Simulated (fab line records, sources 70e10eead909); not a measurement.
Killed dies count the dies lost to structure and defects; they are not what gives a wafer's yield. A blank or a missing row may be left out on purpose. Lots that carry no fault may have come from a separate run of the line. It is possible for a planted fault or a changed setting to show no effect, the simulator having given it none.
fab line records | flow nand-harc
[record] lots = 13 wafers = 39 last-day = 34
route steps=1302 shown A_BLC@1130 THIN_TSV@1271 END@1302
lots that met no fault: taken from a fault-free run of the same line
start-h: the number of hours between the record's first day and the start of the first shown wafer of the lot | wait-h: hours from the lot's prior step to this one | " same as the row above | L1.1+2: a row that stands for several wafers | - no value, or no start was given | * or withheld: withheld | < > ~ a bound
route shown NAME@n: names a module that has steps shown in the file, with the first one's number in the route | usual: average and standard deviation across the fault-free wafers | same: alike in all rows | chamber/n: place in a boat | sites: each site's reading | _std_site: the standard deviation of these | _edge_site: the outer-site mean with the inner-site mean subtracted | radius-mm: how far each site lies from the wafer's centre | mask NAME#n: copy n | behind: the most recent tool/chamber to have shaped the wafer | hold: why the lot went on hold/how many hours it stayed there/how the hold came to an end | device: which transistor (n, p or np) failed to switch | end of line: the same wafers' tests at the end of the route | a step with no rows: only its recipe | killed: the dies lost at the first sort to structure and to defects; this is not the yield of the wafer | map: the dies of a wafer, with x for killed, . for not killed, _ for no die there
set.NAME: the setting as run; set.NAME@STEP: as run at that earlier step | model.NAME: the simulator's own value behind a step, which no gauge read
one table for each step of the route and one row for each wafer, over a sample of lots
services: the hour from which a tool's chamber was out of use, counted from the record's first day as start-h (under 0 if before that day), plus the number of hours and why
[[steps]]
[step NHARC_A_BLC_PVD_32]
[recipe] target-thk-a = 50 chamber-pressure-pa = 5 power-w = 5000 substrate-temp-c = 200 time-s = 17.7 material = Ti
[usual] throttle-valve-pct = 30.0/0.97
// columns lot.wafer tool chamber start-h wait-h throttle-valve-pct
L945.3 pvd-sputter-01 - 527.90 - 28.5
L945.6 " - " " 29.6
L945.5 " - " " 29.7
L947.2 pvd-sputter-01 - 559.09 - 29.6
L947.3 " - " " 29.6
L947.5 " - " " 28.7
L948.4 pvd-sputter-02 - 566.58 - 30.2
L948.6 " - " " 29.1
L948.5 " - " " 30.4
L949.2 pvd-sputter-03 - 582.93 - 30.4
L949.4 " - " " 28.9
L949.1 " - " " 30.3
L951.3 pvd-sputter-03 - 591.51 - 30.8
L951.1 " - " " 30.3
L951.2 " - " " 29.0
L952.1 pvd-sputter-02 - 607.73 - 31.7
L952.3 " - " " 28.9
L952.5 " - " " 31.6
L956.2 pvd-sputter-03 - 624.13 - 31.1
L956.6 " - " " 30.6
L956.5 " - " " 28.8
L953.2 pvd-sputter-03 - 626.78 - 30.5
L953.5 " - " " 29.1
L953.6 " - " " 31.0
L958.3 pvd-sputter-03 - 674.51 - 29.0
L958.4 " - " " 30.7
L958.6 " - " " 30.8
L962.1 pvd-sputter-02 - 693.31 - 30.6
L962.2 " - " " 32.4
L962.5 " - " " 30.7
L963.1 pvd-sputter-01 - 702.82 - 30.5
L963.2 " - " " 28.7
L963.5 " - " " 30.6
L966.1 pvd-sputter-01 - 734.53 - 30.2
L966.3 " - " " 28.8
L966.4 " - " " 31.0
L967.2 pvd-sputter-02 - 767.21 - 30.9
L967.6 " - " " 32.4
L967.5 " - " " 29.4
[step NHARC_THIN_TSV_PRE_CLEAN_50]
[recipe] time-s = 30 temp-c = 280 gas = H2/He
[usual] heater-power-w = 420/54
// columns lot.wafer tool chamber start-h wait-h heater-power-w
L945.3 pvd-sputter-01 - - - 342
L945.6 " - " " 424
L945.5 " - " " 337
L947.2 pvd-sputter-03 - - - 550
L947.3 " - " " 469
L947.5 " - " " 475
L948.4 pvd-sputter-01 - - - 321
L948.5 " - " " 325
L948.6 " - " " 397
L949.1 pvd-sputter-01 - - - 437
L949.2 " - " " 326
L949.4 " - " " 405
L951.3 pvd-sputter-01 - - - 318
L951.1 " - " " 389
L951.2 " - " " 448
L952.3 pvd-sputter-01 - - - 325
L952.1 " - " " 382
L952.5 " - " " 404
L953.2 pvd-sputter-02 - - - 359
L953.6 " - " " 432
L953.5 " - " " 491
L956.2 pvd-sputter-03 - - - 473
L956.5 " - " " 465
L956.6 " - " " 392
L958.3 pvd-sputter-02 - - - 434
L962.1 pvd-sputter-02 - - - 497
L962.2 " - " " 365
L962.5 " - " " 371
L963.2 pvd-sputter-03 - - - 469
L963.1 " - " " 428
L963.5 " - " " 431
L966.4 pvd-sputter-03 - - - 425
L966.3 " - " " 503
L966.1 " - " " 435
L967.2 pvd-sputter-01 - - - 439
L967.6 " - " " 417
L967.5 " - " " 393
[step NHARC_THIN_TSV_ANNEAL_52]
[recipe] temp-c = 225 time-s = 90
[usual] wafer_temp_C_max = 226.1/0.42
// columns lot.wafer tool chamber start-h wait-h wafer_temp_C_max
L945.3 rtp-anneal-02 0 558.22 0.4 226.8
L945.5 " 0 " " 226.7
L945.6 " 0 " " 226.7
L947.2 rtp-anneal-01 0 589.17 0.6 225.5
L947.3 " 0 " " 225.9
L947.5 " 0 " " 225.6
L948.4 rtp-anneal-02 0 597.22 0.6 226.1
L948.5 " 0 " " 226.3
L948.6 " 0 " " 226.1
L949.1 rtp-anneal-01 0 612.92 0.6 225.8
L949.2 " 0 " " 225.7
L949.4 " 0 " " 225.8
L951.1 rtp-anneal-01 0 624.73 0.5 225.7
L951.2 " 0 " " 226.1
L951.3 " 0 " " 225.6
L952.1 rtp-anneal-01 0 642.36 0.5 226.0
L952.3 " 0 " " 225.9
L952.5 " 0 " " 225.7
L953.2 rtp-anneal-01 0 654.39 0.6 225.9
L953.5 " 0 " " 225.6
L953.6 " 0 " " 226.0
L956.2 rtp-anneal-01 0 655.56 0.6 225.6
L956.5 " 0 " " 225.8
L956.6 " 0 " " 226.5
L958.3 rtp-anneal-01 0 706.17 0.5 225.8
L962.1 rtp-anneal-02 0 725.18 0.6 226.4
L962.2 " 0 " " 226.2
L962.5 " 0 " " 226.5
L963.1 rtp-anneal-01 0 733.24 0.6 225.6
L963.2 " 0 " " 226.0
L963.5 " 0 " " 226.1
L966.1 rtp-anneal-02 0 764.75 0.5 226.7
L966.3 " 0 " " 227.0
L966.4 " 0 " " 226.3
L967.2 rtp-anneal-02 0 798.98 0.6 226.5
L967.5 " 0 " " 226.8
L967.6 " 0 " " 226.6
[step NHARC_THIN_TSV_STRIP_56]
[recipe] power-w = 1500 temp-c = 250 chemistry = O2
[usual] drypump-motor-current-A = 6.02/0.14 heater-power-w = 325/33
// columns lot.wafer tool chamber start-h wait-h drypump-motor-current-A heater-power-w rf-hours-counter-h
L945.3 plasma-asher-02 1 560.80 0.2 6.15 357 -
L945.5 " 1 " " 6.15 352 -
L945.6 " 0 " " 5.80 279 -
L947.2 plasma-asher-01 0 591.71 0.1 6.06 354 13
L947.3 " 1 " " 6.12 338 -
L947.5 " 1 " " 6.12 335 -
L948.4 plasma-asher-01 0 599.62 0.2 6.08 349 -
L948.6 " 0 " " 6.09 343 -
L948.5 " 1 " " 6.11 343 -
L949.1 plasma-asher-02 1 615.60 0.1 6.09 358 35
L949.2 " 0 " " 5.81 277 35
L949.4 " 1 " " 6.14 349 -
L951.1 plasma-asher-01 1 627.33 0.1 6.11 341 20
L951.2 " 0 " " 6.09 350 20
L951.3 " 0 " " 6.09 354 -
L952.1 plasma-asher-02 0 644.99 0.1 5.80 283 1
L952.3 " 1 " " 6.15 330 -
L952.5 " 1 " " 6.12 323 -
L953.2 plasma-asher-02 1 656.94 0.1 6.13 334 4
L953.5 " 1 " " 6.13 324 -
L953.6 " 0 " " 5.82 285 -
L956.2 plasma-asher-01 1 657.99 0.1 6.12 339 28
L956.5 " 1 " " 6.12 342 -
L956.6 " 0 " " 6.09 355 -
L958.3 plasma-asher-02 0 708.81 0.2 5.81 270 -
L962.2 plasma-asher-02 1 727.79 0.1 6.10 338 19
L962.1 " 0 " " 5.84 276 19
L962.5 " 1 " " 6.11 331 -
L963.2 plasma-asher-01 0 735.85 0.1 6.06 348 8
L963.1 " 1 " " 6.12 365 8
L963.5 " 1 " " 6.12 360 -
L966.1 plasma-asher-02 1 767.38 0.1 6.13 324 26
L966.3 " 0 " " 5.81 269 -
L966.4 " 1 " " 6.10 325 -
L967.2 plasma-asher-01 0 801.52 0.1 6.07 345 20
L967.5 " 0 " " 6.06 341 -
L967.6 " 1 " " 6.15 361 -
[step NHARC_END_SORT_01]
[recipe] temp-c = 25
[usual] killed-at-array = 55/19 killed-at-other = 0.9/1.4 killed-at-periphery = 3.8/2.9 killed-dies = 60/19 killed-open = 3.3/1.8 killed-short = 2.6/1.6
[same] gross-dies = 677
// columns lot.wafer tool chamber start-h wait-h killed-at-array killed-at-other killed-at-periphery killed-dies killed-open killed-short
L949.1 prober-02 0 623.96 2.5 79 1 11 91 3 3
L949.2 prober-02 0 624.76 2.8 83 0 2 85 2 3
L949.4 prober-02 0 626.35 3.4 85 0 6 91 4 2
L951.1 prober-02 0 635.76 2.5 84 0 1 85 1 2
L951.2 prober-02 0 636.56 2.8 81 1 3 85 4 5
L951.3 prober-02 0 637.35 3.1 73 0 1 74 4 1
L952.1 prober-01 0 653.44 2.5 25 2 1 28 2 3
L952.3 prober-01 0 655.04 3.1 30 3 11 44 3 2
L952.5 prober-01 0 656.64 3.7 40 1 4 45 4 1
L953.2 prober-01 0 668.68 2.8 63 0 2 65 3 2
L953.5 prober-01 0 671.09 3.7 67 0 1 68 5 1
L953.6 prober-01 0 671.89 4.0 74 0 3 77 2 1
L956.2 prober-02 0 668.71 2.8 40 0 10 50 3 4
L956.5 prober-02 0 671.09 3.7 33 0 9 42 2 5
L956.6 prober-02 0 671.88 4.0 33 1 6 40 5 2
L958.3 prober-01 0 717.74 3.1 67 1 3 71 2 2
L958.4 prober-01 0 718.54 3.4 673 0 4 677 3 2
L958.6 prober-01 0 720.16 4.0 674 2 1 677 2 1
L963.1 prober-01 0 747.13 2.5 52 1 4 57 5 4
L963.2 prober-01 0 747.93 2.8 64 0 1 65 2 3
L963.5 prober-01 0 750.36 3.7 57 1 0 58 5 0
// killed by level:class
L949.1 A_CHANNEL_HOLE_D1:chamber-film-flake=37 A_SLIT:chamber-film-flake=18 A_CHANNEL_HOLE_D2:chamber-film-flake=6 A_CONTACT:chamber-film-flake=6 A_ZERO_WELL:chamber-film-flake=4 P_ZERO_WELL:chamber-film-flake=3 P_M2:chamber-film-flake=3 A_BLC:chamber-film-flake=3
L949.2 A_CHANNEL_HOLE_D1:chamber-film-flake=34 A_SLIT:chamber-film-flake=25 A_CHANNEL_HOLE_D2:chamber-film-flake=6 A_BLC:chamber-film-flake=4 A_WL_FILL:chamber-film-flake=3 A_WL_FILL:geometric-particle:short=2 A_ZERO_WELL:chamber-film-flake=2 A_CHANNEL_FILL_D2:chamber-film-flake=2
L949.4 A_CHANNEL_HOLE_D1:chamber-film-flake=33 A_SLIT:chamber-film-flake=21 A_CHANNEL_HOLE_D2:chamber-film-flake=11 P_CONTACT:chamber-film-flake=4 A_BLC:chamber-film-flake=4 A_CONTACT:chamber-film-flake=3 A_ZERO_WELL:chamber-film-flake=2 A_DECK1_JOINT:chamber-film-flake=2
L951.1 A_CHANNEL_HOLE_D1:chamber-film-flake=29 A_SLIT:chamber-film-flake=26 A_CHANNEL_HOLE_D2:chamber-film-flake=16 A_CONTACT:chamber-film-flake=4 A_WL_FILL:chamber-film-flake=2 A_CHANNEL_FILL_D1:geometric-particle:short=1 A_ONON_D2:geometric-particle:short=1 A_M0:geometric-particle:open=1
L951.2 A_CHANNEL_HOLE_D1:chamber-film-flake=29 A_CHANNEL_HOLE_D2:chamber-film-flake=17 A_SLIT:chamber-film-flake=16 A_CONTACT:chamber-film-flake=6 A_ONON_D1:geometric-particle:short=2 P_GATE:chamber-film-flake=2 A_STAIRCASE:chamber-film-flake=2 A_ONON_D1:geometric-particle:open=1
L951.3 A_CHANNEL_HOLE_D1:chamber-film-flake=26 A_CHANNEL_HOLE_D2:chamber-film-flake=19 A_SLIT:chamber-film-flake=13 A_CONTACT:chamber-film-flake=4 A_M0:chamber-film-flake=3 A_STAIRCASE:chamber-film-flake=2 A_CHANNEL_HOLE_D1:geometric-particle:open=1 A_DECK1_JOINT:geometric-particle:short=1
L952.1 A_CHANNEL_HOLE_D2:chamber-film-flake=10 A_STAIRCASE:chamber-film-flake=3 A_CHANNEL_HOLE_D1:chamber-film-flake=2 A_WL_FILL:chamber-film-flake=2 A_CONTACT:chamber-film-flake=2 THIN_TSV:chamber-film-flake=2 A_M1:chamber-film-flake=2 P_M0:geometric-particle:open=1
L952.3 A_CHANNEL_HOLE_D2:chamber-film-flake=11 P_GATE:chamber-film-flake=5 A_STAIRCASE:chamber-film-flake=4 A_SLIT:chamber-film-flake=3 A_WL_FILL:chamber-film-flake=3 THIN_TSV:chamber-film-flake=3 P_ZERO_WELL:chamber-film-flake=2 A_CHANNEL_HOLE_D1:chamber-film-flake=2
L952.5 A_CHANNEL_HOLE_D2:chamber-film-flake=14 A_CHANNEL_HOLE_D1:chamber-film-flake=6 A_SLIT:chamber-film-flake=5 P_M2:chamber-film-flake=3 A_WL_FILL:chamber-film-flake=3 A_STAIRCASE:chamber-film-flake=2 A_CONTACT:chamber-film-flake=2 A_ONON_D1:geometric-particle:open=1
L953.2 A_CHANNEL_HOLE_D1:chamber-film-flake=27 A_SLIT:chamber-film-flake=25 A_CONTACT:chamber-film-flake=5 A_CHANNEL_FILL_D2:geometric-particle:short=2 A_BLC:chamber-film-flake=2 P_M0:geometric-particle:open=1 A_WL_FILL:geometric-particle:open=1 A_BLC:geometric-particle:open=1
L956.2 A_CHANNEL_HOLE_D2:chamber-film-flake=12 A_SLIT:chamber-film-flake=6 P_BONDPAD:chamber-film-flake=5 A_CHANNEL_HOLE_D1:chamber-film-flake=5 A_CONTACT:chamber-film-flake=5 A_ONON_D1:geometric-particle:short=2 P_ZERO_WELL:chamber-film-flake=2 A_STAIRCASE:chamber-film-flake=2
L953.5 A_CHANNEL_HOLE_D1:chamber-film-flake=33 A_SLIT:chamber-film-flake=22 A_CHANNEL_HOLE_D2:chamber-film-flake=3 A_CONTACT:chamber-film-flake=3 A_BLC:geometric-particle:open=2 A_CHANNEL_HOLE_D1:geometric-particle:open=1 A_ONON_D2:geometric-particle:short=1 A_CHANNEL_FILL_D2:geometric-particle:open=1
L956.5 A_CHANNEL_HOLE_D2:chamber-film-flake=14 P_GATE:chamber-film-flake=5 A_CHANNEL_HOLE_D1:chamber-film-flake=4 A_STAIRCASE:chamber-film-flake=3 A_CONTACT:chamber-film-flake=3 A_CHANNEL_FILL_D1:geometric-particle:short=2 P_M2:chamber-film-flake=2 A_SLIT:chamber-film-flake=2
L956.6 A_CHANNEL_HOLE_D2:chamber-film-flake=13 P_BONDPAD:chamber-film-flake=5 A_CHANNEL_HOLE_D1:chamber-film-flake=5 A_CONTACT:chamber-film-flake=4 A_SLIT:chamber-film-flake=3 P_M0:geometric-particle:open=1 A_ONON_D1:geometric-particle:open=1 A_CHANNEL_FILL_D2:geometric-particle:short=1
L953.6 A_CHANNEL_HOLE_D1:chamber-film-flake=35 A_SLIT:chamber-film-flake=28 A_CONTACT:chamber-film-flake=5 P_STI:chamber-film-flake=2 A_CHANNEL_HOLE_D2:chamber-film-flake=2 P_CONTACT:geometric-particle:open=1 A_ONON_D1:geometric-particle:open=1 A_CHANNEL_FILL_D2:geometric-particle:short=1
L958.3 A_CHANNEL_HOLE_D1:chamber-film-flake=26 A_CHANNEL_HOLE_D2:chamber-film-flake=15 A_CONTACT:chamber-film-flake=9 A_SLIT:chamber-film-flake=4 A_STAIRCASE:chamber-film-flake=4 A_BONDPAD:chamber-film-flake=3 P_GATE:chamber-film-flake=2 A_ONON_D1:geometric-particle:open=1
L958.4 A_BLC:area-pvd=597 A_CHANNEL_HOLE_D1:chamber-film-flake=35 A_CHANNEL_HOLE_D2:chamber-film-flake=21 A_CONTACT:chamber-film-flake=7 A_ZERO_WELL:chamber-film-flake=2 A_CHANNEL_FILL_D1:chamber-film-flake=2 A_STAIRCASE:chamber-film-flake=2 A_BONDPAD:chamber-film-flake=2
L958.6 A_BLC:area-pvd=610 A_CHANNEL_HOLE_D1:chamber-film-flake=32 A_CHANNEL_HOLE_D2:chamber-film-flake=13 A_CONTACT:chamber-film-flake=6 A_STAIRCASE:chamber-film-flake=4 A_SLIT:chamber-film-flake=3 A_WL_FILL:chamber-film-flake=2 THIN_TSV:chamber-film-flake=2
L963.1 A_CHANNEL_HOLE_D2:chamber-film-flake=15 A_CHANNEL_HOLE_D1:chamber-film-flake=13 A_CONTACT:chamber-film-flake=8 A_STAIRCASE:chamber-film-flake=6 A_CHANNEL_FILL_D2:geometric-particle:short=2 A_SLIT:chamber-film-flake=2 P_CONTACT:geometric-particle:open=1 P_M0:geometric-particle:open=1
L963.2 A_CHANNEL_HOLE_D2:chamber-film-flake=25 A_CHANNEL_HOLE_D1:chamber-film-flake=11 A_CONTACT:chamber-film-flake=8 A_STAIRCASE:chamber-film-flake=7 A_SLIT:chamber-film-flake=6 A_WL_FILL:chamber-film-flake=2 P_M0:geometric-particle:short=1 A_DECK1_JOINT:geometric-particle:open=1
L963.5 A_CHANNEL_HOLE_D2:chamber-film-flake=19 A_CHANNEL_HOLE_D1:chamber-film-flake=14 A_STAIRCASE:chamber-film-flake=7 A_CONTACT:chamber-film-flake=6 A_SLIT:chamber-film-flake=5 A_CHANNEL_FILL_D2:geometric-particle:open=2 A_SOURCE_PLATE:geometric-particle:open=1 A_WL_FILL:geometric-particle:open=1
[[services]]
// columns tool chamber start-h hours kind
pvd-sputter-02 - 507.80 1.3 repair
plasma-asher-02 - 513.49 2.5 repair
pvd-sputter-03 - 514.20 2.5 repair
plasma-asher-01 - 519.00 9.0 pm
pvd-sputter-03 - 520.42 8.6 repair
pvd-sputter-02 - 553.37 2.0 repair
pvd-sputter-03 - 556.64 2.2 repair
pvd-sputter-02 - 579.80 9.7 repair
pvd-sputter-01 - 582.04 10.0 pm
pvd-sputter-01 - 612.31 7.6 repair
plasma-asher-02 - 619.13 0.3 repair
plasma-asher-02 - 624.94 9.0 pm
plasma-asher-02 0 624.94 9.0 vent-cycle
plasma-asher-02 1 624.94 9.0 vent-cycle
plasma-asher-02 0 633.94 - clean
plasma-asher-02 1 633.94 - clean
plasma-asher-02 - 635.69 4.3 repair
pvd-sputter-02 - 638.00 10.0 pm
plasma-asher-01 - 696.00 9.0 pm
pvd-sputter-03 - 703.09 5.0 repair
rtp-anneal-02 - 744.00 12.0 pm
pvd-sputter-01 - 760.04 10.0 pm
plasma-asher-01 - 778.11 1.2 repair
plasma-asher-01 - 789.11 1.9 repair
[[key]]
[first-sign] step = NHARC_END_SORT_01 reading = killed-dies direction = up sigmas = 33 usual = 60 struck = 677
[effect] step = NHARC_END_SORT_01 reading = killed-at-array direction = up sigmas = 32 usual = 55 struck = 674
[more-kills-born-at] NHARC_A_BLC_PVD_32@pvd-sputter-03 = 1207
met-at NHARC_A_BLC_PVD_32
struck-lots L958
struck-wafers L958.4,L958.6
later-rows-left-out L958.4,L958.6
tester-left-out L958
not-acting-at NHARC_THIN_TSV_PRE_CLEAN_50,NHARC_THIN_TSV_ANNEAL_52,NHARC_THIN_TSV_STRIP_56
onset-between 626.78 674.51
[fault] kind = process-parameter-drift tool = pvd-sputter-03 chamber = - onset-h = 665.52 steps = NHARC_A_BLC_PVD_32 channel = target-thk-a offset = * shape = step end-h = 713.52 scope = struck-wafers-only acts-in = * stated = *
// tester-left-out: of these lots the tester's yield and bins aren't shown, on N5 and GAA mostly nor the transistor test; their killed dies are dies lost to structure and defects alone, not to doping, threshold or leakage, so they don't give the yield
// later-rows-left-out: the simulator's readings of these wafers behind a module that went badly wrong aren't trusted and aren't shown, but for the sort
